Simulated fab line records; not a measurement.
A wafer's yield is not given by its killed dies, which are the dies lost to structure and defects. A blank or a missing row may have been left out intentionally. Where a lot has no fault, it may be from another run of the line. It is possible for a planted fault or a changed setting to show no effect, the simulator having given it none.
fab line records ; flow n5-finfet
record: lots: 10; wafers: 30; last-day: 20
route steps=1938 shown BEOL_M2@842 BEOL_M4@1111
lots untouched by any fault: they come from a run of this same line in which no faults occurred
start-h: hours from the record's opening day to when the first of the lot's shown wafers began ; wait-h: time in hours since the lot's previous step ; " as in the row above ; L1.1+2: several wafers, shown together as one row ; - value missing, or start not given ; * or withheld: withheld ; < > ~ a bound
route shown NAME@n: a module of which the file shows steps, and the number in the route of the first ; usual: average and standard deviation across the fault-free wafers ; same: alike in all rows ; chamber/n: place in a boat ; sites: the reading at each site ; _std_site: how widely they spread, as a standard deviation ; _edge_site: mean of outer sites minus mean of inner sites ; radius-mm: for every site, how far away it sits from the centre of the wafer ; mask NAME#n: copy n ; behind: the last tool/chamber to shape the wafer ; hold: why the lot was held/for how many hours/how that ended ; device: whichever transistor did not switch (one of n, p or np) ; end of line: the same wafers' tests at the end of the route ; a step without rows: its recipe alone ; killed: count of dies lost to structure and defects at first sort (not the wafer's yield) ; map: a wafer's dies, marking killed ones x, the rest . and places with no die _
set.NAME: setting as actually run; set.NAME@STEP: the setting as run at that earlier step ; model.NAME: the simulator's own value behind a step, which no gauge read
route steps across a sampled set of lots; one table per step, one row per wafer
services: from which hour (start-h, from the record's first day; less than 0 if before it) a tool's chamber was out of use, for how many hours, and why
== steps ==
step: N5_BEOL_M2_THK_MEAS_01
recipe: reads: SiOC_of_BEOL_M2_ILD_DEP_00
usual: M2_ILD_THK: 79.0/1
lot.wafer;tool;chamber;start-h;wait-h;M2_ILD_THK[nm]
L121.2;film-metro-01;-;145.08;0.1;79.5
L121.3;film-metro-01;-;145.08;0.1;79.3
L121.6;film-metro-01;-;145.08;0.1;80.2
L123.2;film-metro-01;-;145.51;0.1;79.4
L123.5;film-metro-01;-;145.51;0.1;78.8
L123.6;film-metro-01;-;145.51;0.1;79.3
L127.2;film-metro-02;-;178.99;0.1;79.2
L127.5;film-metro-02;-;178.99;0.1;81.7
L127.6;film-metro-02;-;178.99;0.1;80.9
L128.2;film-metro-01;-;188.41;0.1;78.3
L128.3;film-metro-01;-;188.41;0.1;79.3
L128.5;film-metro-01;-;188.41;0.1;79.7
L129.3;film-metro-01;-;188.80;0.1;76.6
L129.4;film-metro-01;-;188.80;0.1;79.2
L129.5;film-metro-01;-;188.80;0.1;78.9
L130.2;film-metro-02;-;191.37;0.1;78.6
L130.4;film-metro-02;-;191.37;0.1;80.0
L130.5;film-metro-02;-;191.37;0.1;78.7
L131.2;film-metro-02;-;196.43;0.1;78.9
L131.3;film-metro-02;-;196.43;0.1;79.2
L131.4;film-metro-02;-;196.43;0.1;79.8
L132.2;film-metro-01;-;205.09;0.1;79.9
L132.3;film-metro-01;-;205.09;0.1;80.0
L132.4;film-metro-01;-;205.09;0.1;80.8
L141.4;film-metro-02;-;282.70;0.0;78.8
L141.5;film-metro-02;-;282.70;0.0;79.3
L141.6;film-metro-02;-;282.70;0.0;79.1
L142.2;film-metro-02;-;284.47;0.1;77.9
L142.3;film-metro-02;-;284.47;0.1;79.4
L142.6;film-metro-02;-;284.47;0.1;79.8
step: N5_BEOL_M2_PECVD_72
recipe: material: SiO2; target-thk-a: 160; temp-c: 400; precursor: TEOS/O2; pressure-torr: 5.5; rf-w: 450; teos-flow-sccm: 53.8; gas: O2; flow-sccm: 3000; time-s: 18
usual: heater-power-w: 678/72; showerhead-plenum-p-Torr: 8.76/0.072; throttle-valve-pct: 22.6/1.3
lot.wafer;tool;chamber;start-h;wait-h;heater-power-w;showerhead-plenum-p-Torr;throttle-valve-pct
L121.2;pecvd-03;0;145.11;0.0;647;8.67;22.3
L121.3;pecvd-03;2;145.11;0.0;650;8.70;21.6
L121.6;pecvd-03;1;145.11;0.0;694;8.69;22.7
L123.2;pecvd-04;1;145.55;0.0;671;8.79;21.5
L123.5;pecvd-04;1;145.55;0.0;683;8.77;21.5
L123.6;pecvd-04;0;145.55;0.0;697;8.82;24.3
L127.2;pecvd-04;2;179.02;0.0;662;8.75;21.3
L127.5;pecvd-04;1;179.02;0.0;720;8.79;21.5
L127.6;pecvd-04;2;179.02;0.0;668;8.73;21.3
L128.2;pecvd-02;1;188.45;0.0;660;8.89;24.2
L128.3;pecvd-02;2;188.45;0.0;772;8.83;21.3
L128.5;pecvd-02;2;188.45;0.0;750;8.83;21.5
L129.3;pecvd-03;1;188.84;0.0;710;8.68;22.6
L129.4;pecvd-03;1;188.84;0.0;727;8.69;22.5
L129.5;pecvd-03;2;188.84;0.0;559;8.70;21.7
L130.2;pecvd-02;0;191.41;0.0;631;8.67;23.8
L130.4;pecvd-02;1;191.41;0.0;685;8.89;24.3
L130.5;pecvd-02;0;191.41;0.0;618;8.70;23.6
L131.2;pecvd-02;0;196.47;0.0;675;8.67;23.3
L131.3;pecvd-02;2;196.47;0.0;876;8.85;21.3
L131.4;pecvd-02;2;196.47;0.0;888;8.82;21.5
L132.2;pecvd-04;0;205.12;0.0;713;8.84;24.6
L132.3;pecvd-04;1;205.12;0.0;620;8.76;21.4
L132.4;pecvd-04;1;205.12;0.0;637;8.79;21.6
L141.4;pecvd-02;0;282.75;0.1;739;8.68;23.7
L141.5;pecvd-02;0;282.75;0.1;734;8.68;23.5
L141.6;pecvd-02;1;282.75;0.1;693;8.89;24.1
L142.2;pecvd-04;1;284.51;0.0;700;8.78;21.6
L142.3;pecvd-04;2;284.51;0.0;643;8.74;21.3
L142.6;pecvd-04;2;284.51;0.0;634;8.75;21.6
step: N5_BEOL_M2_CD_MEAS_11
recipe: target-cd-nm: 16.79; landing-energy-ev: 500; detector: se-inlens; polarity: opening
usual: cd-nm: 16.77/0.23
lot.wafer;tool;chamber;start-h;wait-h;cd-nm
L121.2;cd-sem-02;0;146.33;-;16.65
L121.3;cd-sem-02;0;146.33;-;16.85
L121.6;cd-sem-02;0;146.33;-;16.70
L123.2;cd-sem-02;0;146.54;-;16.77
L123.5;cd-sem-02;0;146.54;-;16.48
L123.6;cd-sem-02;0;146.54;-;16.52
L127.2;cd-sem-03;0;181.57;-;16.67
L127.5;cd-sem-03;0;181.57;-;16.48
L127.6;cd-sem-03;0;181.57;-;16.79
L128.2;cd-sem-03;0;192.62;-;16.86
L128.3;cd-sem-03;0;192.62;-;16.99
L128.5;cd-sem-03;0;192.62;-;17.13
L129.3;cd-sem-01;0;192.79;-;17.03
L129.4;cd-sem-01;0;192.79;-;17.33
L129.5;cd-sem-01;0;192.79;-;16.74
L130.2;cd-sem-02;0;192.93;-;16.68
L130.4;cd-sem-02;0;192.93;-;16.76
L130.5;cd-sem-02;0;192.93;-;16.87
L131.2;cd-sem-03;0;197.93;-;16.67
L131.3;cd-sem-03;0;197.93;-;16.48
L131.4;cd-sem-03;0;197.93;-;16.79
L132.2;cd-sem-02;0;207.45;-;16.83
L132.3;cd-sem-02;0;207.45;-;16.70
L132.4;cd-sem-02;0;207.45;-;16.83
L141.4;cd-sem-03;0;283.79;-;16.48
L141.5;cd-sem-03;0;283.79;-;16.66
L141.6;cd-sem-03;0;283.79;-;16.52
L142.2;cd-sem-02;0;286.33;-;16.83
L142.3;cd-sem-02;0;286.33;-;16.89
L142.6;cd-sem-02;0;286.33;-;16.75
step: N5_BEOL_M2_ETCH_64
recipe: chemistry: N2/H2; target: SOC; target-depth-a: 750; overetch-a: 225; mask-material: SiARC; temp-c: 40; time-s: 121.9; ion-energy-ev: 200; pressure-mtorr: 30; source-w: 840; bias-w: 150; n2-flow-sccm: 200; h2-flow-sccm: 200
usual: bias-w: 150.0/0.44; drypump-motor-current-A: 5.7/0.51; oes-product-au: 0.61/0.069; rf-vpp-V: 524.0/1.6; showerhead-plenum-p-Torr: 2.55/0.049; throttle-valve-pct: 17.88/0.25
lot.wafer;tool;chamber;start-h;wait-h;bias-w;drypump-motor-current-A;oes-product-au;rf-hours-counter-h;rf-vpp-V;showerhead-plenum-p-Torr;throttle-valve-pct
L121.2;rie-diel-04;0;146.98;0.0;150.0;6.2;0.52;246;525.1;2.61;17.95
L121.3;rie-diel-04;2;146.98;0.0;149.4;5.6;0.55;171;522.4;2.53;18.13
L121.6;rie-diel-04;0;146.98;0.0;149.4;6.2;0.52;-;526.0;2.61;17.96
L123.2;rie-diel-01;0;147.06;0.0;150.0;6.5;0.67;41;522.9;2.49;17.70
L123.5;rie-diel-01;1;147.06;0.0;149.2;5.6;0.58;-;524.2;2.54;18.04
L123.6;rie-diel-01;2;147.06;0.0;149.9;5.0;0.53;-;526.9;2.60;17.70
L127.2;rie-diel-01;1;181.77;0.0;149.7;5.7;0.57;169;523.2;2.54;18.04
L127.5;rie-diel-01;0;181.77;0.0;149.7;6.5;0.65;-;523.2;2.48;17.73
L127.6;rie-diel-01;3;181.77;0.0;149.8;5.2;0.58;-;522.8;2.56;18.14
L128.2;rie-diel-04;2;192.82;0.0;150.1;5.5;0.53;187;522.4;2.52;18.14
L128.3;rie-diel-04;3;192.82;0.0;150.0;5.5;0.69;25;525.8;2.60;17.76
L128.5;rie-diel-04;0;192.82;0.0;149.8;6.2;0.72;-;526.2;2.61;17.55
L129.3;rie-diel-04;0;193.05;0.0;149.7;6.2;0.72;3;524.9;2.61;17.53
L129.4;rie-diel-04;3;193.05;0.0;149.9;5.5;0.69;-;526.1;2.60;17.75
L129.5;rie-diel-04;0;193.05;0.0;150.2;6.2;0.71;-;525.3;2.61;17.53
L130.2;rie-diel-01;2;193.16;0.0;150.0;5.0;0.52;248;524.8;2.60;17.72
L130.4;rie-diel-01;0;193.16;0.0;150.3;6.5;0.65;56;520.8;2.48;17.73
L130.5;rie-diel-01;0;193.16;0.0;150.0;6.5;0.65;-;521.8;2.48;17.72
L131.2;rie-diel-01;0;198.13;0.0;149.5;6.5;0.65;57;522.8;2.48;17.73
L131.3;rie-diel-01;2;198.13;0.0;150.2;5.0;0.53;249;525.2;2.60;17.73
L131.4;rie-diel-01;1;198.13;0.0;150.1;5.7;0.57;174;523.1;2.53;18.06
L132.2;rie-diel-01;3;207.65;0.0;150.0;5.2;0.58;135;523.9;2.56;18.15
L132.3;rie-diel-01;0;207.65;0.0;150.5;6.5;0.64;60;521.6;2.48;17.74
L132.4;rie-diel-01;0;207.65;0.0;150.8;6.5;0.65;-;521.7;2.48;17.76
L141.4;rie-diel-01;0;284.20;0.0;150.6;6.5;0.61;92;520.2;2.47;17.79
L141.5;rie-diel-01;3;284.20;0.0;192.2;5.2;0.56;-;611.7;2.55;18.18
L141.6;rie-diel-01;2;284.20;0.0;149.5;5.0;0.69;-;524.7;2.59;17.35
L142.2;rie-diel-04;3;286.53;0.0;150.4;5.5;0.65;57;523.9;2.59;17.81
L142.3;rie-diel-04;2;286.53;0.0;150.4;5.5;0.52;219;523.7;2.51;18.20
L142.6;rie-diel-04;2;286.53;0.0;150.2;5.5;0.53;-;523.0;2.51;18.21
step: N5_BEOL_M4_RC_MEAS_101
usual: DIBL_N: 36.6/1.3; DIBL_P: 36.4/1.4; IOFF_N: 0.167/0.023; IOFF_P: 0.219/0.029; ION_N: 678/8.7; ION_P: 464/6.4; SS_N: 71.5/0.53; SS_P: 73.4/0.57; VT_N: 248.5/2.8; VT_P: -249/3.1
lot.wafer;tool;chamber;start-h;wait-h;DIBL_N[mV/V];DIBL_P[mV/V];IOFF_N[nA/um];IOFF_P[nA/um];ION_N[uA/um];ION_P[uA/um];SS_N[mV/dec];SS_P[mV/dec];VT_N[mV];VT_P[mV]
L123.2;prober-02;0;193.25;0.2;35.6;34.5;0.152;0.219;676;470;71.3;73.5;247.8;-246
L123.5;prober-02;0;193.25;0.2;37.3;36.0;0.181;0.244;685;472;71.9;73.3;246.9;-247
L123.6;prober-02;0;193.25;0.2;36.9;36.0;0.180;0.244;679;468;71.7;73.9;249.0;-245
L121.2;prober-01;0;198.35;0.2;39.7;38.0;0.211;0.267;692;469;72.4;74.2;244.7;-246
L121.3;prober-01;0;198.35;0.2;37.9;35.7;0.180;0.226;686;469;71.0;73.1;245.5;-248
L121.6;prober-01;0;198.35;0.2;37.8;35.3;0.174;0.220;674;463;71.6;72.9;247.3;-249
L127.2;prober-01;0;233.17;0.2;36.8;37.2;0.144;0.192;676;460;71.5;73.0;251.5;-252
L127.5;prober-01;0;233.17;0.2;36.2;36.7;0.149;0.185;678;460;71.3;73.2;251.0;-256
L127.6;prober-01;0;233.17;0.2;35.3;35.4;0.128;0.163;675;452;71.1;72.7;253.6;-255
L128.2;prober-02;0;254.80;0.2;35.0;34.1;0.133;0.192;666;462;70.6;72.9;252.4;-249
L128.3;prober-02;0;254.80;0.2;37.0;36.9;0.166;0.239;681;471;71.8;73.5;247.1;-247
L128.5;prober-02;0;254.80;0.2;37.8;37.1;0.169;0.238;669;459;71.9;73.4;250.5;-246
L131.2;prober-01;0;254.85;0.2;34.9;36.0;0.157;0.243;675;467;71.3;73.4;252.5;-242
L131.3;prober-01;0;254.85;0.2;34.1;34.6;0.154;0.216;678;468;71.1;72.9;248.4;-246
L131.4;prober-01;0;254.85;0.2;34.5;35.8;0.158;0.238;681;472;71.1;73.4;249.7;-247
L130.2;prober-01;0;283.34;0.2;34.9;34.7;0.144;0.182;674;460;71.2;72.9;250.8;-253
L130.4;prober-01;0;283.34;0.2;36.6;36.5;0.170;0.208;669;458;71.6;73.3;247.6;-249
L130.5;prober-01;0;283.34;0.2;34.6;34.2;0.131;0.178;665;461;70.7;72.7;249.1;-251
L132.2;prober-02;0;290.19;0.2;35.6;34.4;0.148;0.192;673;458;70.7;73.2;250.9;-250
L132.3;prober-02;0;290.19;0.2;36.8;36.1;0.175;0.229;687;468;71.4;73.6;248.2;-248
L132.4;prober-02;0;290.19;0.2;35.9;35.5;0.152;0.214;671;464;71.7;73.0;248.8;-248
L129.3;prober-01;0;300.31;0.3;35.0;35.7;0.166;0.218;672;460;71.2;72.8;247.8;-251
L129.4;prober-01;0;300.31;0.3;37.5;38.7;0.216;0.273;671;466;71.8;73.4;248.1;-248
L129.5;prober-01;0;300.31;0.3;36.5;37.6;0.195;0.262;671;469;71.5;74.1;247.5;-249
L141.4;prober-01;0;351.61;0.5;37.1;39.1;0.171;0.247;674;463;72.1;73.3;249.8;-248
L141.5;prober-01;0;351.61;0.5;37.7;38.4;0.176;0.233;675;465;72.4;73.7;250.0;-248
L141.6;prober-01;0;351.61;0.5;36.9;38.3;0.168;0.222;678;466;71.7;73.8;252.3;-251
L142.2;prober-01;0;358.47;0.2;38.3;39.0;0.231;0.281;704;477;71.8;74.7;242.5;-245
L142.3;prober-01;0;358.47;0.2;37.2;36.4;0.193;0.235;689;468;71.3;74.4;245.3;-249
L142.6;prober-01;0;358.47;0.2;37.2;36.5;0.188;0.234;690;468;71.6;73.3;245.2;-250
== services ==
tool;chamber;start-h;hours;kind
pecvd-04;0;122.62;2.1;scheduled-down
pecvd-04;-;125.78;0.8;pm
pecvd-02;-;139.06;14.6;pm
rie-diel-04;0;160.67;-;clean
rie-diel-04;0;160.67;-;consumable-replace:focus-ring
rie-diel-04;0;160.67;25.2;scheduled-down
rie-diel-04;0;160.67;25.2;vent-cycle
pecvd-02;1;169.30;5.5;scheduled-down
rie-diel-04;1;176.16;8.1;repair
rie-diel-01;0;182.28;1.9;repair
rie-diel-04;1;185.89;-;clean
rie-diel-04;1;185.89;-;consumable-replace:focus-ring
rie-diel-04;1;185.89;27.9;scheduled-down
rie-diel-04;1;185.89;27.9;vent-cycle
pecvd-04;1;187.08;5.5;scheduled-down
rie-diel-01;2;190.80;1.6;repair
rie-diel-01;2;204.69;-;clean
rie-diel-01;2;204.69;-;consumable-replace:focus-ring
rie-diel-01;2;204.69;23.2;scheduled-down
rie-diel-01;2;204.69;23.2;vent-cycle
pecvd-03;-;208.55;0.7;repair
pecvd-03;2;214.61;14.7;repair
rie-diel-04;0;214.62;7.9;repair
pecvd-04;1;266.50;2.1;scheduled-down
== key ==
first-sign: step: N5_BEOL_M2_ETCH_64; reading: bias-w; direction: up; sigmas: 96; usual: *; struck: *
effect: step: N5_BEOL_M2_ETCH_64; reading: rf-vpp-V; direction: up; sigmas: 54; usual: 524.0; struck: 611.7
met-at N5_BEOL_M2_ETCH_64
struck-lots L141
struck-wafers L141.5
not-acting-at N5_BEOL_M2_THK_MEAS_01,N5_BEOL_M2_PECVD_72,N5_BEOL_M2_CD_MEAS_11
onset-between 207.65 284.20
fault: kind: process-parameter-drift; tool: rie-diel-01; chamber: 3; onset-h: 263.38; steps: N5_BEOL_M2_ETCH_64; channel: bias-w; offset: *; shape: step; end-h: 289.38; acts-in: *; stated: *
